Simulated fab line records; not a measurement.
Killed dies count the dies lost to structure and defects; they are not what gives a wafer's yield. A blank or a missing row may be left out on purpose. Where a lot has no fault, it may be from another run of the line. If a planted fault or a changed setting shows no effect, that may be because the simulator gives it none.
Matching of chambers + flow n5Finfet + 4 sister chambers for N5_BEOL_M7_ALD_77 on aldMetal-04
The step deposits TaN, target thk 2 nm, pulse time 2 s, purge time 3 s. 8 wafers are shown with their chamber, then 12 later ones without.

WAFERS WITH THEIR CHAMBER
| wafer  | chamber | heaterPowerW (W) | precursorVesselTempC (C) |
|--------|---------|------------------|--------------------------|
| L083.3 | 3       | 389              | 74.77                    |
| L083.5 | 2       | 423              | 74.97                    |
| L086.2 | 2       | 422              | 74.92                    |
| L086.5 | 0       | 452              | 74.99                    |
| L086.6 | 1       | 381              | 74.88                    |
| L091.2 | 0       | 459              | 75.07                    |
| L091.3 | 1       | 378              | 74.92                    |
| L091.6 | 3       | 407              | 74.92                    |

WAFERS MISSING THEIR CHAMBER
| wafer  | heaterPowerW (W) | precursorVesselTempC (C) |
|--------|------------------|--------------------------|
| L092.1 | 449              | 74.85                    |
| L092.2 | 404              | 74.99                    |
| L092.3 | 419              | 75.07                    |
| L094.2 | 451              | 74.92                    |
| L094.3 | 401              | 75.11                    |
| L094.4 | 444              | 74.95                    |
| L095.1 | 437              | 75.21                    |
| L095.4 | 385              | 74.95                    |
| L095.5 | 433              | 75.06                    |
| L097.3 | 373              | 74.91                    |
| L097.4 | 443              | 74.93                    |
| L097.5 | 396              | 75.04                    |

WHICH CHAMBER EACH WENT THROUGH
| wafer  | from the rows above          | in truth |
|--------|------------------------------|----------|
| L092.1 | can't be placed: 0 or 2      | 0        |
| L092.2 | can't be placed: 3 or 2 or 1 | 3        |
| L092.3 | 2                            | 2        |
| L094.2 | 0                            | 0        |
| L094.3 | can't be placed: 2 or 3 or 1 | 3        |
| L094.4 | can't be placed: 0 or 2      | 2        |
| L095.1 | can't be placed: 0 or 2      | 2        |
| L095.4 | can't be placed: 1 or 3      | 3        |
| L095.5 | can't be placed: 2 or 0      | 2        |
| L097.3 | 1                            | 1        |
| L097.4 | can't be placed: 0 or 2      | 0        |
| L097.5 | can't be placed: 3 or 1 or 2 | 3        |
Placed correctly: 3 of 12. These rows do not allow placing 9 (true chamber among the candidates in 9). Number placed wrongly: 0.
How it was worked out, from the rows above alone: a wafer's distance from a chamber is the root of the sum, over the readings, of the square of ((its reading less the chamber's mean) divided by the reading's scatter). If the next closest chamber is less than 2 further off than the closest, the wafer can't be placed; otherwise it belongs to the closest. Each chamber's mean is taken over the wafers shown for it. The scatter is the square root of a quotient: the sum, over the shown wafers, of each reading's squared deviation from its chamber's mean, divided by wafers minus chambers.
